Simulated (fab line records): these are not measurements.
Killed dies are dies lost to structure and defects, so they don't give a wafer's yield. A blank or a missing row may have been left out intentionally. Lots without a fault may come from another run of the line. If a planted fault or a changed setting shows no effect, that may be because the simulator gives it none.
fab line records ; flow nand-harc
record: lots: 24; wafers: 72; last-day: 26
route steps=1159 shown P_CONTACT@234 P_M0@269 P_M2@348 P_BONDPAD@371
lots that met no fault: from a run of the same line without faults
start-h: start of the lot's first displayed wafer, in hours after the record's first day ; wait-h: hours since the lot's step before ; " unchanged from the row above ; L1.1+2: one row covering several wafers at once ; - no value, or no start was given ; * or withheld: withheld ; < > ~ a bound
route shown NAME@n: a module of which the file shows steps, and the number in the route of the first ; usual: the fault-free wafers' mean and standard deviation ; same: alike in all rows ; chamber/n: place in a boat ; sites: readings site by site ; _std_site: standard deviation across them ; _edge_site: the outer-site mean with the inner-site mean subtracted ; radius-mm: for every site, how far away it sits from the centre of the wafer ; mask NAME#n: copy n ; behind: the last tool/chamber to shape the wafer ; hold: what put the lot on hold/how long, in hours/how the hold closed ; device: the transistor (n, p or np) that didn't switch ; end of line: the same wafers' tests at the end of the route ; a step with no rows: only its recipe ; killed: count of dies lost to structure and defects at first sort (not the wafer's yield) ; map: per-die view of a wafer (x killed, . not killed, _ where there is no die)
set.NAME: the setting that was run; set.NAME@STEP: the one run at that earlier step ; model.NAME: the simulator's own value behind a step, which no gauge read
route steps across a sampled set of lots; one table per step, one row per wafer
services: a tool's chamber out of use, with start hour (start-h, from the record's first day; less than 0 if before it), hours out, and reason
== steps ==
step: NHARC_P_CONTACT_INSPECT_14
usual: raw-defect-count: 3.6/2.1
lot.wafer;tool;chamber;start-h;wait-h;raw-defect-count
L074.3;defect-inspect-02;-;110.59;0.0;2
L074.4;defect-inspect-02;-;110.59;0.0;3
L074.5;defect-inspect-02;-;110.59;0.0;7
L075.3;defect-inspect-02;-;116.41;0.0;3
L075.4;defect-inspect-02;-;116.41;0.0;1
L075.5;defect-inspect-02;-;116.41;0.0;3
L076.1;defect-inspect-02;-;120.63;0.0;1
L076.3;defect-inspect-02;-;120.63;0.0;5
L076.4;defect-inspect-02;-;120.63;0.0;4
L077.1;defect-inspect-02;-;121.11;0.0;1
L077.2;defect-inspect-02;-;121.11;0.0;2
L077.5;defect-inspect-02;-;121.11;0.0;2
L078.1;defect-inspect-01;-;131.00;0.0;1
L078.2;defect-inspect-01;-;131.00;0.0;3
L078.4;defect-inspect-01;-;131.00;0.0;1
L080.2;defect-inspect-01;-;145.20;0.0;3
L080.3;defect-inspect-01;-;145.20;0.0;5
L080.5;defect-inspect-01;-;145.20;0.0;3
L079.2;defect-inspect-02;-;146.96;0.0;1
L079.4;defect-inspect-02;-;146.96;0.0;4
L079.5;defect-inspect-02;-;146.96;0.0;2
L081.4;defect-inspect-01;-;155.74;0.0;2
L081.5;defect-inspect-01;-;155.74;0.0;1
L081.6;defect-inspect-01;-;155.74;0.0;3
L082.3;defect-inspect-02;-;162.13;0.0;3
L082.5;defect-inspect-02;-;162.13;0.0;6
L082.6;defect-inspect-02;-;162.13;0.0;9
L083.2;defect-inspect-02;-;162.71;0.0;3
L083.3;defect-inspect-02;-;162.71;0.0;3
L083.4;defect-inspect-02;-;162.71;0.0;1
L084.2;defect-inspect-02;-;162.96;0.0;4
L084.4;defect-inspect-02;-;162.96;0.0;3
L084.6;defect-inspect-02;-;162.96;0.0;3
L087.2;defect-inspect-01;-;184.99;0.0;3
L087.4;defect-inspect-01;-;184.99;0.0;3
L087.6;defect-inspect-01;-;184.99;0.0;2
L085.2;defect-inspect-01;-;185.42;0.0;3
L085.4;defect-inspect-01;-;185.42;0.0;3
L085.6;defect-inspect-01;-;185.42;0.0;4
L086.2;defect-inspect-01;-;186.14;0.0;7
L086.3;defect-inspect-01;-;186.14;0.0;4
L086.6;defect-inspect-01;-;186.14;0.0;4
L089.2;defect-inspect-02;-;198.20;0.0;6
L089.4;defect-inspect-02;-;198.20;0.0;8
L089.5;defect-inspect-02;-;198.20;0.0;6
L088.1;defect-inspect-02;-;199.05;0.0;4
L088.2;defect-inspect-02;-;199.05;0.0;1
L088.5;defect-inspect-02;-;199.05;0.0;2
L090.2;defect-inspect-02;-;215.15;0.0;1
L090.5;defect-inspect-02;-;215.15;0.0;2
L090.6;defect-inspect-02;-;215.15;0.0;8
L092.1;defect-inspect-02;-;218.23;0.0;2
L092.3;defect-inspect-02;-;218.23;0.0;2
L092.4;defect-inspect-02;-;218.23;0.0;4
L091.2;defect-inspect-01;-;218.35;0.0;8
L091.3;defect-inspect-01;-;218.35;0.0;8
L091.6;defect-inspect-01;-;218.35;0.0;7
L093.1;defect-inspect-02;-;226.65;0.1;3
L093.2;defect-inspect-02;-;226.65;0.1;5
L093.5;defect-inspect-02;-;226.65;0.1;3
L094.1;defect-inspect-02;-;227.00;0.0;5
L094.2;defect-inspect-02;-;227.00;0.0;1
L094.3;defect-inspect-02;-;227.00;0.0;3
L095.2;defect-inspect-02;-;233.31;0.0;3
L095.3;defect-inspect-02;-;233.31;0.0;0
L095.6;defect-inspect-02;-;233.31;0.0;5
L097.2;defect-inspect-01;-;244.57;0.0;5
L097.4;defect-inspect-01;-;244.57;0.0;3
L097.6;defect-inspect-01;-;244.57;0.0;3
L096.2;defect-inspect-02;-;244.97;0.1;4
L096.3;defect-inspect-02;-;244.97;0.1;6
L096.6;defect-inspect-02;-;244.97;0.1;3
step: NHARC_P_CONTACT_CVD_23
recipe: target-thk-a: 2000; temp-c: 300; pressure-torr: 40; wf6-flow-sccm: 40; h2-flow-sccm: 1600; ar-flow-sccm: 1560; time-s: 557; material: W
usual: chamber-pressure-Torr: 40.01/0.089; heater-power-w: 510/28; throttle-valve-pct: 7.80/0.19
lot.wafer;tool;chamber;start-h;wait-h;chamber-pressure-Torr;heater-power-w;throttle-valve-pct
L074.3;cvd-w-02;1;-;-;40.11;534;7.82
L074.4;cvd-w-02;0;-;-;39.94;490;7.61
L074.5;cvd-w-02;1;-;-;39.96;534;7.94
L075.3;cvd-w-01;1;-;-;39.85;520;7.65
L075.4;cvd-w-01;0;-;-;39.99;491;7.47
L075.5;cvd-w-01;0;-;-;39.97;475;7.41
L076.1;cvd-w-01;0;-;-;40.19;487;7.51
L076.3;cvd-w-01;0;-;-;39.96;484;7.64
L076.4;cvd-w-01;1;-;-;39.99;525;7.79
L077.2;cvd-w-01;1;-;-;39.94;546;7.96
L077.1;cvd-w-01;0;-;-;39.93;463;7.49
L077.5;cvd-w-01;0;-;-;39.88;486;7.68
L078.2;cvd-w-02;0;-;-;40.09;497;7.77
L078.1;cvd-w-02;1;-;-;39.94;543;7.80
L078.4;cvd-w-02;0;-;-;40.20;470;7.96
L080.2;cvd-w-02;0;-;-;40.03;498;7.99
L080.3;cvd-w-02;0;-;-;39.99;492;8.00
L080.5;cvd-w-02;1;-;-;40.15;531;8.12
L079.2;cvd-w-02;0;-;-;40.05;477;8.04
L079.4;cvd-w-02;0;-;-;40.04;488;7.83
L079.5;cvd-w-02;0;-;-;39.92;484;7.93
L081.4;cvd-w-02;0;-;-;40.04;489;7.75
L081.5;cvd-w-02;0;-;-;40.09;498;7.86
L081.6;cvd-w-02;1;-;-;40.01;531;7.69
L082.3;cvd-w-01;0;-;-;39.99;482;7.70
L082.5;cvd-w-01;1;-;-;40.07;528;8.01
L082.6;cvd-w-01;0;-;-;40.09;471;7.84
L083.2;cvd-w-02;0;-;-;40.15;494;7.84
L083.3;cvd-w-02;0;-;-;39.99;480;7.97
L083.4;cvd-w-02;1;-;-;40.05;536;7.85
L084.2;cvd-w-02;0;-;-;39.95;490;7.96
L084.4;cvd-w-02;1;-;-;40.04;533;7.68
L084.6;cvd-w-02;0;-;-;39.89;498;8.05
L087.2;cvd-w-01;1;-;-;40.08;525;8.12
L087.4;cvd-w-01;0;-;-;40.07;471;7.65
L087.6;cvd-w-01;1;-;-;39.92;530;7.91
L085.2;cvd-w-01;1;-;-;40.05;530;7.61
L085.4;cvd-w-01;1;-;-;40.10;535;7.81
L085.6;cvd-w-01;1;-;-;40.10;531;7.75
L086.2;cvd-w-02;0;-;-;40.03;483;8.09
L086.3;cvd-w-02;0;-;-;40.14;507;7.89
L086.6;cvd-w-02;1;-;-;40.15;531;8.07
L089.2;cvd-w-01;0;-;-;40.15;472;7.92
L089.4;cvd-w-01;0;-;-;40.00;468;7.76
L089.5;cvd-w-01;1;-;-;40.01;515;7.66
L088.2;cvd-w-01;1;-;-;40.05;525;7.88
L088.1;cvd-w-01;0;-;-;40.14;480;7.51
L088.5;cvd-w-01;0;-;-;39.93;479;7.66
L090.2;cvd-w-02;1;-;-;40.05;586;7.91
L090.5;cvd-w-02;1;-;-;39.76;582;7.96
L090.6;cvd-w-02;0;-;-;40.02;509;7.58
L092.1;cvd-w-01;0;-;-;40.22;479;7.75
L092.3;cvd-w-01;0;-;-;39.98;475;7.52
L092.4;cvd-w-01;1;-;-;40.02;529;8.00
L091.2;cvd-w-01;0;-;-;40.02;474;7.55
L091.3;cvd-w-01;1;-;-;40.01;531;8.06
L091.6;cvd-w-01;1;-;-;40.01;530;8.03
L093.2;cvd-w-01;1;-;-;39.99;542;7.98
L093.1;cvd-w-01;0;-;-;39.89;482;7.64
L093.5;cvd-w-01;0;-;-;39.92;478;7.52
L094.2;cvd-w-01;1;-;-;40.06;530;8.11
L094.1;cvd-w-01;0;-;-;39.90;486;7.74
L094.3;cvd-w-01;0;-;-;39.95;482;7.54
L095.2;cvd-w-02;0;-;-;39.94;521;8.04
L095.3;cvd-w-02;1;-;-;40.07;569;7.83
L095.6;cvd-w-02;1;-;-;40.02;581;8.07
L097.2;cvd-w-01;1;-;-;39.92;522;7.77
L097.4;cvd-w-01;1;-;-;40.03;536;7.89
L097.6;cvd-w-01;1;-;-;39.82;532;8.06
L096.2;cvd-w-01;1;-;-;40.03;520;8.09
L096.3;cvd-w-01;0;-;-;39.93;490;7.58
L096.6;cvd-w-01;1;-;-;40.18;535;7.86
step: NHARC_P_M0_CD_MEAS_16
usual: cd-nm: 89.8/0.75
lot.wafer;tool;chamber;start-h;wait-h;cd-nm
L074.3;cd-sem-02;-;115.17;-;89.3
L074.4;cd-sem-02;-;115.17;-;89.4
L074.5;cd-sem-02;-;115.17;-;88.5
L075.3;cd-sem-01;-;126.72;-;90.1
L075.4;cd-sem-01;-;126.72;-;90.2
L075.5;cd-sem-01;-;126.72;-;89.9
L076.1;cd-sem-01;-;129.96;-;89.3
L076.3;cd-sem-01;-;129.96;-;89.5
L076.4;cd-sem-01;-;129.96;-;91.3
L077.1;cd-sem-03;-;134.87;-;88.4
L077.2;cd-sem-03;-;134.87;-;89.5
L077.5;cd-sem-03;-;134.87;-;89.2
L078.1;cd-sem-01;-;137.02;-;89.7
L078.2;cd-sem-01;-;137.02;-;88.9
L078.4;cd-sem-01;-;137.02;-;89.9
L080.2;cd-sem-02;-;152.82;-;90.0
L080.3;cd-sem-02;-;152.82;-;90.4
L080.5;cd-sem-02;-;152.82;-;89.1
L079.2;cd-sem-02;-;153.21;-;88.4
L079.4;cd-sem-02;-;153.21;-;87.9
L079.5;cd-sem-02;-;153.21;-;88.8
L081.4;cd-sem-01;-;163.00;-;90.2
L081.5;cd-sem-01;-;163.00;-;89.9
L081.6;cd-sem-01;-;163.00;-;89.8
L082.3;cd-sem-03;-;166.70;-;89.3
L082.5;cd-sem-03;-;166.70;-;89.3
L082.6;cd-sem-03;-;166.70;-;90.0
L083.2;cd-sem-01;-;171.22;-;88.9
L083.3;cd-sem-01;-;171.22;-;89.2
L083.4;cd-sem-01;-;171.22;-;90.8
L084.2;cd-sem-02;-;171.66;-;91.0
L084.4;cd-sem-02;-;171.66;-;90.9
L084.6;cd-sem-02;-;171.66;-;90.0
L087.2;cd-sem-01;-;191.87;-;90.2
L087.4;cd-sem-01;-;191.87;-;89.7
L087.6;cd-sem-01;-;191.87;-;90.2
L085.2;cd-sem-01;-;193.28;-;90.4
L085.4;cd-sem-01;-;193.28;-;91.4
L085.6;cd-sem-01;-;193.28;-;89.9
L086.2;cd-sem-02;-;193.62;-;88.7
L086.3;cd-sem-02;-;193.62;-;89.4
L086.6;cd-sem-02;-;193.62;-;90.2
L089.2;cd-sem-01;-;203.72;-;89.3
L089.4;cd-sem-01;-;203.72;-;89.0
L089.5;cd-sem-01;-;203.72;-;90.2
L088.1;cd-sem-01;-;208.53;-;91.3
L088.2;cd-sem-01;-;208.53;-;90.8
L088.5;cd-sem-01;-;208.53;-;90.9
L090.2;cd-sem-03;-;219.71;-;89.8
L090.5;cd-sem-03;-;219.71;-;90.4
L090.6;cd-sem-03;-;219.71;-;89.7
L092.1;cd-sem-02;-;223.72;-;90.3
L092.3;cd-sem-02;-;223.72;-;89.6
L092.4;cd-sem-02;-;223.72;-;90.6
L091.2;cd-sem-03;-;224.39;-;88.3
L091.3;cd-sem-03;-;224.39;-;90.0
L091.6;cd-sem-03;-;224.39;-;90.0
L093.1;cd-sem-01;-;234.37;-;89.4
L093.2;cd-sem-01;-;234.37;-;89.5
L093.5;cd-sem-01;-;234.37;-;89.9
L094.1;cd-sem-03;-;234.94;-;89.8
L094.2;cd-sem-03;-;234.94;-;90.7
L094.3;cd-sem-03;-;234.94;-;88.7
L095.2;cd-sem-01;-;237.81;-;89.3
L095.3;cd-sem-01;-;237.81;-;89.4
L095.6;cd-sem-01;-;237.81;-;88.8
L097.2;cd-sem-03;-;252.75;-;90.9
L097.4;cd-sem-03;-;252.75;-;90.2
L097.6;cd-sem-03;-;252.75;-;90.8
L096.2;cd-sem-02;-;253.94;-;89.7
L096.3;cd-sem-02;-;253.94;-;91.2
L096.6;cd-sem-02;-;253.94;-;90.2
step: NHARC_P_M2_INSPECT_27
usual: raw-defect-count: 302/110
lot.wafer;tool;chamber;start-h;wait-h;raw-defect-count
L074.3;defect-inspect-02;-;125.94;0.0;241
L074.4;defect-inspect-02;-;125.94;0.0;278
L074.5;defect-inspect-02;-;125.94;0.0;438
L075.3;defect-inspect-01;-;137.17;0.1;243
L075.4;defect-inspect-01;-;137.17;0.1;391
L075.5;defect-inspect-01;-;137.17;0.1;305
L076.1;defect-inspect-02;-;140.41;0.0;364
L076.3;defect-inspect-02;-;140.41;0.0;443
L076.4;defect-inspect-02;-;140.41;0.0;301
L077.1;defect-inspect-01;-;145.38;0.0;301
L077.2;defect-inspect-01;-;145.38;0.0;165
L077.5;defect-inspect-01;-;145.38;0.0;225
L078.1;defect-inspect-02;-;147.89;0.0;206
L078.2;defect-inspect-02;-;147.89;0.0;222
L078.4;defect-inspect-02;-;147.89;0.0;205
L080.2;defect-inspect-02;-;163.54;0.0;151
L080.3;defect-inspect-02;-;163.54;0.0;217
L080.5;defect-inspect-02;-;163.54;0.0;165
L079.2;defect-inspect-01;-;164.18;0.0;173
L079.4;defect-inspect-01;-;164.18;0.0;239
L079.5;defect-inspect-01;-;164.18;0.0;271
L081.4;defect-inspect-02;-;173.75;0.0;177
L081.5;defect-inspect-02;-;173.75;0.0;208
L081.6;defect-inspect-02;-;173.75;0.0;258
L082.3;defect-inspect-02;-;177.32;0.0;506
L082.5;defect-inspect-02;-;177.32;0.0;336
L082.6;defect-inspect-02;-;177.32;0.0;314
L083.2;defect-inspect-02;-;181.80;0.0;483
L083.3;defect-inspect-02;-;181.80;0.0;392
L083.4;defect-inspect-02;-;181.80;0.0;266
L084.2;defect-inspect-02;-;182.29;0.0;303
L084.4;defect-inspect-02;-;182.29;0.0;235
L084.6;defect-inspect-02;-;182.29;0.0;132
L087.2;defect-inspect-01;-;202.73;0.0;333
L087.4;defect-inspect-01;-;202.73;0.0;617
L087.6;defect-inspect-01;-;202.73;0.0;425
L085.2;defect-inspect-01;-;203.80;0.0;294
L085.4;defect-inspect-01;-;203.80;0.0;222
L085.6;defect-inspect-01;-;203.80;0.0;288
L086.2;defect-inspect-01;-;204.66;0.0;304
L086.3;defect-inspect-01;-;204.66;0.0;351
L086.6;defect-inspect-01;-;204.66;0.0;311
L089.2;defect-inspect-02;-;214.39;0.0;232
L089.4;defect-inspect-02;-;214.39;0.0;249
L089.5;defect-inspect-02;-;214.39;0.0;292
L088.1;defect-inspect-02;-;219.28;0.0;286
L088.2;defect-inspect-02;-;219.28;0.0;260
L088.5;defect-inspect-02;-;219.28;0.0;275
L090.2;defect-inspect-01;-;230.51;0.0;293
L090.5;defect-inspect-01;-;230.51;0.0;284
L090.6;defect-inspect-01;-;230.51;0.0;215
L092.1;defect-inspect-01;-;234.56;0.0;297
L092.3;defect-inspect-01;-;234.56;0.0;333
L092.4;defect-inspect-01;-;234.56;0.0;284
L091.2;defect-inspect-02;-;235.06;0.0;295
L091.3;defect-inspect-02;-;235.06;0.0;342
L091.6;defect-inspect-02;-;235.06;0.0;493
L093.1;defect-inspect-01;-;244.94;0.0;256
L093.2;defect-inspect-01;-;244.94;0.0;215
L093.5;defect-inspect-01;-;244.94;0.0;181
L094.1;defect-inspect-01;-;246.10;0.0;345
L094.2;defect-inspect-01;-;246.10;0.0;446
L094.3;defect-inspect-01;-;246.10;0.0;254
L095.2;defect-inspect-02;-;248.37;0.0;203
L095.3;defect-inspect-02;-;248.37;0.0;238
L095.6;defect-inspect-02;-;248.37;0.0;169
L097.2;defect-inspect-02;-;263.34;0.0;637
L097.4;defect-inspect-02;-;263.34;0.0;338
L097.6;defect-inspect-02;-;263.34;0.0;474
L096.2;defect-inspect-01;-;264.68;0.0;298
L096.3;defect-inspect-01;-;264.68;0.0;245
L096.6;defect-inspect-01;-;264.68;0.0;302
step: NHARC_P_BONDPAD_STRIP_15
recipe: o2-flow-sccm: 500; ar-flow-sccm: 0; bias-w: 0; chemistry: O2
usual: drypump-motor-current-A: 6.0/0.44; oes-product-au: 1.008/0.0084; rf-vpp-V: 58.0/0.92; showerhead-plenum-p-Torr: 3.57/0.11; throttle-valve-pct: 17.036/0.0081
lot.wafer;tool;chamber;start-h;wait-h;drypump-motor-current-A;oes-product-au;rf-hours-counter-h;rf-vpp-V;showerhead-plenum-p-Torr;throttle-valve-pct
L074.4;rie-diel-06;0;128.34;0.1;6.4;1.008;5;57.7;3.57;17.046
L074.3;rie-diel-06;2;128.34;0.1;6.0;1.006;5;58.1;3.51;17.039
L074.5;rie-diel-06;0;128.34;0.1;6.4;1.009;-;58.5;3.57;17.029
L075.3;rie-diel-06;1;139.49;0.1;5.4;1.014;5;56.2;3.67;17.034
L075.4;rie-diel-06;3;139.49;0.1;6.3;1.007;5;58.5;3.67;17.043
L075.5;rie-diel-06;1;139.49;0.1;5.3;0.997;-;59.4;3.67;17.043
L076.4;rie-diel-06;1;142.80;0.1;5.4;1.004;5;58.7;3.67;17.032
L076.3;rie-diel-06;3;142.80;0.1;6.3;1.005;5;58.9;3.67;17.038
L076.1;rie-diel-06;0;142.80;0.1;6.4;1.006;5;58.3;3.57;17.028
L077.2;rie-diel-11;0;147.62;0.1;6.2;1.007;45;57.3;3.31;17.038
L077.1;rie-diel-11;2;147.62;0.1;5.5;1.008;39;58.9;3.43;17.043
L077.5;rie-diel-11;1;147.62;0.1;5.3;1.021;-;58.1;3.68;17.036
L078.1;rie-diel-06;3;150.32;0.1;6.3;1.001;6;56.8;3.67;17.018
L078.2;rie-diel-06;2;150.32;0.1;6.0;1.015;6;57.5;3.51;17.031
L078.4;rie-diel-06;2;150.32;0.1;6.0;0.994;-;58.2;3.51;17.027
L080.3;rie-diel-06;1;166.03;0.1;5.3;1.014;8;57.8;3.66;17.038
L080.2;rie-diel-06;3;166.03;0.1;6.4;0.995;7;57.3;3.67;17.046
L080.5;rie-diel-06;1;166.03;0.1;5.4;1.023;-;58.2;3.66;17.037
L079.2;rie-diel-06;1;166.63;0.1;5.4;1.012;9;56.4;3.66;17.035
L079.4;rie-diel-06;2;166.63;0.1;6.0;1.012;-;57.9;3.51;17.027
L079.5;rie-diel-06;3;166.63;0.1;6.3;1.004;-;57.7;3.67;17.033
L081.4;rie-diel-06;0;176.16;0.1;6.4;1.010;6;56.3;3.57;17.036
L081.6;rie-diel-06;2;176.16;0.1;6.0;0.991;-;57.3;3.51;17.039
L081.5;rie-diel-06;3;176.16;0.1;6.3;0.999;-;59.6;3.67;17.043
L082.3;rie-diel-06;1;179.74;0.1;5.4;1.009;10;59.2;3.66;17.037
L082.6;rie-diel-06;3;179.74;0.1;6.3;1.013;-;59.0;3.67;17.035
L082.5;rie-diel-06;0;179.74;0.1;6.4;1.010;-;57.3;3.57;17.040
L083.2;rie-diel-11;3;184.06;0.1;6.5;1.015;53;57.6;3.45;17.038
L083.3;rie-diel-11;0;184.06;0.1;6.2;1.017;62;57.1;3.30;17.031
L083.4;rie-diel-11;2;184.06;0.1;5.5;1.006;56;57.5;3.42;17.041
L084.4;rie-diel-06;1;184.70;0.1;5.4;1.008;10;58.8;3.66;17.035
L084.2;rie-diel-06;3;184.70;0.1;6.4;1.011;9;57.6;3.67;17.045
L084.6;rie-diel-06;0;184.70;0.1;6.4;1.003;-;59.8;3.57;17.043
L087.4;rie-diel-06;0;205.14;0.1;6.4;1.016;9;56.9;3.57;17.038
L087.2;rie-diel-06;1;205.14;0.1;5.4;1.021;13;56.4;3.66;17.029
L087.6;rie-diel-06;0;205.14;0.1;6.5;1.011;-;56.7;3.57;17.027
L085.2;rie-diel-06;2;206.09;0.1;6.0;1.003;13;57.6;3.51;17.030
L085.4;rie-diel-06;3;206.09;0.1;6.3;1.003;11;56.8;3.67;17.039
L085.6;rie-diel-06;1;206.09;0.1;5.3;1.012;-;58.4;3.66;17.043
L086.2;rie-diel-11;0;207.46;0.1;6.2;1.017;3;57.6;3.29;17.033
L086.3;rie-diel-11;2;207.46;0.1;5.5;1.001;3;57.4;3.41;17.035
L086.6;rie-diel-11;0;207.46;0.1;6.2;1.020;-;56.1;3.29;17.036
L089.2;rie-diel-06;1;216.83;0.1;5.3;1.009;14;58.6;3.66;17.039
L089.4;rie-diel-06;3;216.83;0.1;6.3;1.014;12;59.0;3.67;17.052
L089.5;rie-diel-06;1;216.83;0.1;5.4;1.007;-;57.6;3.66;17.035
L088.1;rie-diel-06;1;221.70;0.1;5.3;1.017;15;57.3;3.66;17.036
L088.2;rie-diel-06;3;221.70;0.1;6.3;0.992;13;57.8;3.67;17.032
L088.5;rie-diel-06;1;221.70;0.1;5.4;1.014;-;59.7;3.66;17.032
L090.2;rie-diel-06;1;233.03;0.1;5.4;1.024;16;58.2;3.66;17.042
L090.6;rie-diel-06;2;233.03;0.1;6.0;1.008;-;58.5;3.51;17.025
L090.5;rie-diel-06;3;233.03;0.1;6.4;1.004;-;59.5;3.67;17.051
L092.4;rie-diel-06;3;236.96;0.1;6.3;0.994;14;60.2;3.67;17.054
L092.1;rie-diel-06;0;236.96;0.1;6.4;1.020;12;59.6;3.57;17.042
L092.3;rie-diel-06;1;236.96;0.1;5.4;1.026;17;59.2;3.66;17.037
L091.2;rie-diel-06;0;237.47;0.1;6.4;1.014;12;59.3;3.57;17.033
L091.3;rie-diel-06;1;237.47;0.1;5.3;1.017;17;58.3;3.66;17.036
L091.6;rie-diel-06;3;237.47;0.1;6.3;1.001;-;56.4;3.67;17.030
L093.1;rie-diel-02;1;247.76;0.1;6.7;1.007;32;56.7;3.47;17.031
L093.2;rie-diel-02;3;247.76;0.1;6.1;1.002;35;58.3;3.67;17.038
L093.5;rie-diel-02;1;247.76;0.1;6.7;1.000;-;57.7;3.47;17.034
L094.3;rie-diel-11;3;248.94;0.1;6.5;1.010;22;58.5;3.43;17.040
L094.1;rie-diel-11;0;248.94;0.1;6.2;1.008;22;58.9;3.28;17.032
L094.2;rie-diel-11;1;248.94;0.1;5.3;0.990;22;58.8;3.66;17.034
L095.2;rie-diel-11;1;250.69;0.1;5.3;0.997;22;58.7;3.66;17.049
L095.3;rie-diel-11;0;250.69;0.1;6.2;1.010;22;56.3;3.29;17.039
L095.6;rie-diel-11;3;250.69;0.1;6.5;1.011;-;58.6;3.43;17.030
L097.2;rie-diel-06;1;265.71;0.1;5.4;1.000;2;58.0;3.66;17.033
L097.4;rie-diel-06;3;265.71;0.1;6.3;0.995;2;57.5;3.67;17.044
L097.6;rie-diel-06;0;265.71;0.1;6.4;1.002;-;58.8;3.56;17.036
L096.3;rie-diel-06;0;266.95;0.1;6.4;1.027;2;59.6;3.56;17.043
L096.2;rie-diel-06;2;266.95;0.1;6.0;1.013;2;58.6;3.51;17.029
L096.6;rie-diel-06;3;266.95;0.1;6.3;1.004;-;57.6;3.66;17.027
step: NHARC_P_BONDPAD_PVD_17
recipe: target-thk-a: 50; bias-v: 168.6; power-w: 15000; chamber-pressure-pa: 0.12; time-s: 8.06; substrate-temp-c: 50; material: TaN
usual: throttle-valve-pct: 29.4/1
lot.wafer;tool;chamber;start-h;wait-h;throttle-valve-pct
L074.3;pvd-sputter-02;-;-;-;28.3
L074.4;pvd-sputter-02;-;-;-;28.3
L074.5;pvd-sputter-02;-;-;-;28.2
L075.3;pvd-sputter-01;-;-;-;30.4
L075.4;pvd-sputter-01;-;-;-;28.7
L075.5;pvd-sputter-01;-;-;-;30.6
L076.1;pvd-sputter-02;-;-;-;28.1
L076.3;pvd-sputter-02;-;-;-;28.3
L076.4;pvd-sputter-02;-;-;-;28.6
L077.2;pvd-sputter-01;-;-;-;29.1
L077.1;pvd-sputter-01;-;-;-;28.7
L077.5;pvd-sputter-01;-;-;-;29.0
L078.4;pvd-sputter-01;-;-;-;28.7
L078.1;pvd-sputter-01;-;-;-;31.1
L078.2;pvd-sputter-01;-;-;-;30.3
L080.2;pvd-sputter-02;-;-;-;28.4
L080.3;pvd-sputter-02;-;-;-;28.6
L080.5;pvd-sputter-02;-;-;-;28.4
L079.2;pvd-sputter-02;-;-;-;27.9
L079.4;pvd-sputter-02;-;-;-;28.4
L079.5;pvd-sputter-02;-;-;-;28.3
L081.4;pvd-sputter-02;-;-;-;28.1
L081.6;pvd-sputter-02;-;-;-;28.8
L081.5;pvd-sputter-02;-;-;-;28.2
L082.3;pvd-sputter-01;-;-;-;31.4
L082.6;pvd-sputter-01;-;-;-;31.3
L082.5;pvd-sputter-01;-;-;-;29.8
L083.3;pvd-sputter-01;-;-;-;29.2
L083.4;pvd-sputter-01;-;-;-;31.4
L083.2;pvd-sputter-01;-;-;-;29.7
L084.2;pvd-sputter-03;-;-;-;28.7
L084.4;pvd-sputter-03;-;-;-;29.7
L084.6;pvd-sputter-03;-;-;-;29.9
L087.4;pvd-sputter-01;-;-;-;31.7
L087.2;pvd-sputter-01;-;-;-;29.5
L087.6;pvd-sputter-01;-;-;-;29.8
L085.2;pvd-sputter-02;-;-;-;28.4
L085.4;pvd-sputter-02;-;-;-;28.2
L085.6;pvd-sputter-02;-;-;-;28.5
L086.2;pvd-sputter-01;-;-;-;29.7
L086.3;pvd-sputter-01;-;-;-;31.4
L086.6;pvd-sputter-01;-;-;-;29.8
L089.2;pvd-sputter-01;-;-;-;29.5
L089.4;pvd-sputter-01;-;-;-;31.3
L089.5;pvd-sputter-01;-;-;-;29.7
L088.1;pvd-sputter-03;-;-;-;30.3
L088.2;pvd-sputter-03;-;-;-;30.8
L088.5;pvd-sputter-03;-;-;-;30.2
L090.2;pvd-sputter-03;-;-;-;30.2
L090.5;pvd-sputter-03;-;-;-;29.9
L090.6;pvd-sputter-03;-;-;-;30.0
L092.1;pvd-sputter-01;-;-;-;29.8
L092.3;pvd-sputter-01;-;-;-;29.8
L092.4;pvd-sputter-01;-;-;-;31.3
L091.3;pvd-sputter-03;-;-;-;29.1
L091.2;pvd-sputter-03;-;-;-;29.7
L091.6;pvd-sputter-03;-;-;-;30.8
L093.2;pvd-sputter-02;-;-;-;28.3
L093.1;pvd-sputter-02;-;-;-;28.8
L093.5;pvd-sputter-02;-;-;-;28.2
L094.3;pvd-sputter-02;-;-;-;29.7
L094.2;pvd-sputter-02;-;-;-;28.3
L094.1;pvd-sputter-02;-;-;-;28.8
L095.3;pvd-sputter-01;-;-;-;31.4
L095.2;pvd-sputter-01;-;-;-;29.6
L095.6;pvd-sputter-01;-;-;-;29.6
L097.4;pvd-sputter-02;-;-;-;29.6
L097.2;pvd-sputter-02;-;-;-;28.9
L097.6;pvd-sputter-02;-;-;-;29.8
L096.3;pvd-sputter-03;-;-;-;29.9
L096.2;pvd-sputter-03;-;-;-;28.8
L096.6;pvd-sputter-03;-;-;-;31.0
== services ==
tool;chamber;start-h;hours;kind
rie-diel-11;3;95.07;15.8;repair
rie-diel-11;2;97.51;12.0;repair
pvd-sputter-03;-;102.09;10.0;pm
rie-diel-06;-;106.28;0.8;repair
cvd-w-01;-;111.28;13.0;pm
rie-diel-11;-;115.96;0.6;repair
rie-diel-11;-;123.18;0.5;repair
pvd-sputter-02;-;134.85;0.8;repair
rie-diel-06;0;147.49;22.1;repair
rie-diel-02;-;150.78;9.0;pm
pvd-sputter-01;-;158.03;10.0;pm
rie-diel-06;3;160.11;5.6;repair
pvd-sputter-03;-;173.10;4.6;repair
rie-diel-11;-;189.56;9.0;pm
cvd-w-02;-;197.42;13.0;pm
pvd-sputter-02;-;214.00;10.0;pm
pvd-sputter-01;-;222.21;9.6;repair
rie-diel-02;0;229.12;7.9;repair
rie-diel-02;1;232.52;7.2;repair
rie-diel-06;-;241.20;9.0;pm
pvd-sputter-01;-;246.78;2.8;repair
pvd-sputter-03;-;247.70;4.4;repair
rie-diel-11;1;260.58;1.5;repair
cvd-w-02;-;266.10;1.6;repair
== key ==
fault none
